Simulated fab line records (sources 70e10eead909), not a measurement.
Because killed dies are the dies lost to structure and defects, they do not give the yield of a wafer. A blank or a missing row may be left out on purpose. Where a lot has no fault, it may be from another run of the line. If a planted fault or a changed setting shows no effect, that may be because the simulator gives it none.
Chamber matching || flow nand_harc || NHARC_P_ZERO_WELL_DESCUM_39 on rie_diel-06 has 4 sister chambers
The step chemistry O2, time 3 s. 22 wafers are shown with their chamber, then 11 later ones without.

## WAFERS WITH THEIR CHAMBER
{"wafer": "L076.1", "chamber": 1, "showerhead_plenum_p_Torr (Torr)": 1.84, "throttle_valve_pct (%)": 11.310, "rf_vpp_V (V)": 57.5}
{"wafer": "L076.3", "chamber": 3, "showerhead_plenum_p_Torr (Torr)": 1.84, "throttle_valve_pct (%)": 11.314, "rf_vpp_V (V)": 57.5}
{"wafer": "L076.4", "chamber": 2, "showerhead_plenum_p_Torr (Torr)": 2.00, "throttle_valve_pct (%)": 11.300, "rf_vpp_V (V)": 59.0}
{"wafer": "L081.2", "chamber": 1, "showerhead_plenum_p_Torr (Torr)": 1.83, "throttle_valve_pct (%)": 11.310, "rf_vpp_V (V)": 59.2}
{"wafer": "L081.4", "chamber": 3, "showerhead_plenum_p_Torr (Torr)": 1.84, "throttle_valve_pct (%)": 11.308, "rf_vpp_V (V)": 58.0}
{"wafer": "L081.6", "chamber": 3, "showerhead_plenum_p_Torr (Torr)": 1.84, "throttle_valve_pct (%)": 11.314, "rf_vpp_V (V)": 56.9}
{"wafer": "L084.1", "chamber": 0, "showerhead_plenum_p_Torr (Torr)": 1.83, "throttle_valve_pct (%)": 11.312, "rf_vpp_V (V)": 58.4}
{"wafer": "L084.2", "chamber": 2, "showerhead_plenum_p_Torr (Torr)": 2.00, "throttle_valve_pct (%)": 11.306, "rf_vpp_V (V)": 58.2}
{"wafer": "L084.3", "chamber": 3, "showerhead_plenum_p_Torr (Torr)": 1.84, "throttle_valve_pct (%)": 11.310, "rf_vpp_V (V)": 57.8}
{"wafer": "L085.1", "chamber": 1, "showerhead_plenum_p_Torr (Torr)": 1.83, "throttle_valve_pct (%)": 11.323, "rf_vpp_V (V)": 57.2}
{"wafer": "L085.3", "chamber": 3, "showerhead_plenum_p_Torr (Torr)": 1.84, "throttle_valve_pct (%)": 11.302, "rf_vpp_V (V)": 59.0}
{"wafer": "L085.6", "chamber": 2, "showerhead_plenum_p_Torr (Torr)": 2.00, "throttle_valve_pct (%)": 11.315, "rf_vpp_V (V)": 57.7}
{"wafer": "L087.1", "chamber": 0, "showerhead_plenum_p_Torr (Torr)": 1.83, "throttle_valve_pct (%)": 11.318, "rf_vpp_V (V)": 56.9}
{"wafer": "L087.5", "chamber": 3, "showerhead_plenum_p_Torr (Torr)": 1.84, "throttle_valve_pct (%)": 11.317, "rf_vpp_V (V)": 58.0}
{"wafer": "L087.6", "chamber": 0, "showerhead_plenum_p_Torr (Torr)": 1.83, "throttle_valve_pct (%)": 11.319, "rf_vpp_V (V)": 57.8}
{"wafer": "L088.1", "chamber": 1, "showerhead_plenum_p_Torr (Torr)": 1.83, "throttle_valve_pct (%)": 11.308, "rf_vpp_V (V)": 56.6}
{"wafer": "L088.4", "chamber": 2, "showerhead_plenum_p_Torr (Torr)": 2.00, "throttle_valve_pct (%)": 11.308, "rf_vpp_V (V)": 59.4}
{"wafer": "L088.6", "chamber": 2, "showerhead_plenum_p_Torr (Torr)": 2.00, "throttle_valve_pct (%)": 11.291, "rf_vpp_V (V)": 58.4}
{"wafer": "L089.1", "chamber": 0, "showerhead_plenum_p_Torr (Torr)": 1.83, "throttle_valve_pct (%)": 11.311, "rf_vpp_V (V)": 59.4}
{"wafer": "L089.2", "chamber": 1, "showerhead_plenum_p_Torr (Torr)": 1.83, "throttle_valve_pct (%)": 11.286, "rf_vpp_V (V)": 57.4}
{"wafer": "L089.4", "chamber": 3, "showerhead_plenum_p_Torr (Torr)": 1.84, "throttle_valve_pct (%)": 11.299, "rf_vpp_V (V)": 56.0}
{"wafer": "L090.1", "chamber": 1, "showerhead_plenum_p_Torr (Torr)": 1.83, "throttle_valve_pct (%)": 11.307, "rf_vpp_V (V)": 57.4}

SIGNATURES, as means of the wafers listed above
{"reading": "showerhead_plenum_p_Torr", "chamber 0": 1.8300, "chamber 1": 1.8317, "chamber 2": 2.0000, "chamber 3": 1.8400, "scatter within a chamber": 0.00215}
{"reading": "throttle_valve_pct", "chamber 0": 11.31500, "chamber 1": 11.30733, "chamber 2": 11.30400, "chamber 3": 11.30914, "scatter within a chamber": 0.00868}
{"reading": "rf_vpp_V", "chamber 0": 58.125, "chamber 1": 57.550, "chamber 2": 58.540, "chamber 3": 57.600, "scatter within a chamber": 0.891}
Rule: for each reading, subtract the chamber's mean from the wafer's reading, divide by that reading's scatter and square the result; add these up over the readings and take the root, which gives the wafer's distance from the chamber. If the next closest chamber is less than 2 further off than the closest, the wafer can't be placed; otherwise it belongs to the closest. How the scatter is found: for the shown wafers, subtract from each reading the mean of its chamber, square and add these, divide the total by (wafers less chambers), then take the root.

## WAFERS MISSING THEIR CHAMBER
{"wafer": "L090.3", "showerhead_plenum_p_Torr (Torr)": 1.84, "throttle_valve_pct (%)": 11.321, "rf_vpp_V (V)": 57.1}
{"wafer": "L090.6", "showerhead_plenum_p_Torr (Torr)": 1.84, "throttle_valve_pct (%)": 11.320, "rf_vpp_V (V)": 57.6}
{"wafer": "L091.3", "showerhead_plenum_p_Torr (Torr)": 1.83, "throttle_valve_pct (%)": 11.312, "rf_vpp_V (V)": 58.1}
{"wafer": "L091.4", "showerhead_plenum_p_Torr (Torr)": 1.83, "throttle_valve_pct (%)": 11.324, "rf_vpp_V (V)": 57.2}
{"wafer": "L091.6", "showerhead_plenum_p_Torr (Torr)": 2.00, "throttle_valve_pct (%)": 11.313, "rf_vpp_V (V)": 58.9}
{"wafer": "L094.1", "showerhead_plenum_p_Torr (Torr)": 1.84, "throttle_valve_pct (%)": 11.309, "rf_vpp_V (V)": 58.7}
{"wafer": "L094.3", "showerhead_plenum_p_Torr (Torr)": 1.83, "throttle_valve_pct (%)": 11.298, "rf_vpp_V (V)": 57.7}
{"wafer": "L094.4", "showerhead_plenum_p_Torr (Torr)": 1.83, "throttle_valve_pct (%)": 11.327, "rf_vpp_V (V)": 56.9}
{"wafer": "L095.1", "showerhead_plenum_p_Torr (Torr)": 1.83, "throttle_valve_pct (%)": 11.314, "rf_vpp_V (V)": 58.6}
{"wafer": "L095.3", "showerhead_plenum_p_Torr (Torr)": 1.84, "throttle_valve_pct (%)": 11.312, "rf_vpp_V (V)": 57.1}
{"wafer": "L095.4", "showerhead_plenum_p_Torr (Torr)": 1.99, "throttle_valve_pct (%)": 11.302, "rf_vpp_V (V)": 59.0}

## EACH ONE'S CHAMBER
{"wafer": "L090.3", "from the rows above": 3, "in truth": 3}
{"wafer": "L090.6", "from the rows above": 3, "in truth": 3}
{"wafer": "L091.3", "from the rows above": "can't be placed: 0 or 1", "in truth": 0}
{"wafer": "L091.4", "from the rows above": "can't be placed: 0 or 1", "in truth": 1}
{"wafer": "L091.6", "from the rows above": 2, "in truth": 2}
{"wafer": "L094.1", "from the rows above": 3, "in truth": 3}
{"wafer": "L094.3", "from the rows above": "can't be placed: 1 or 0", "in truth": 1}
{"wafer": "L094.4", "from the rows above": "can't be placed: 0 or 1", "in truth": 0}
{"wafer": "L095.1", "from the rows above": "can't be placed: 0 or 1", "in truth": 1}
{"wafer": "L095.3", "from the rows above": 3, "in truth": 3}
{"wafer": "L095.4", "from the rows above": 2, "in truth": 2}
Placed correctly: 6 of 11. Not placeable from these rows: 5 (in 5, the candidates include the true chamber). Number placed wrongly: 0.
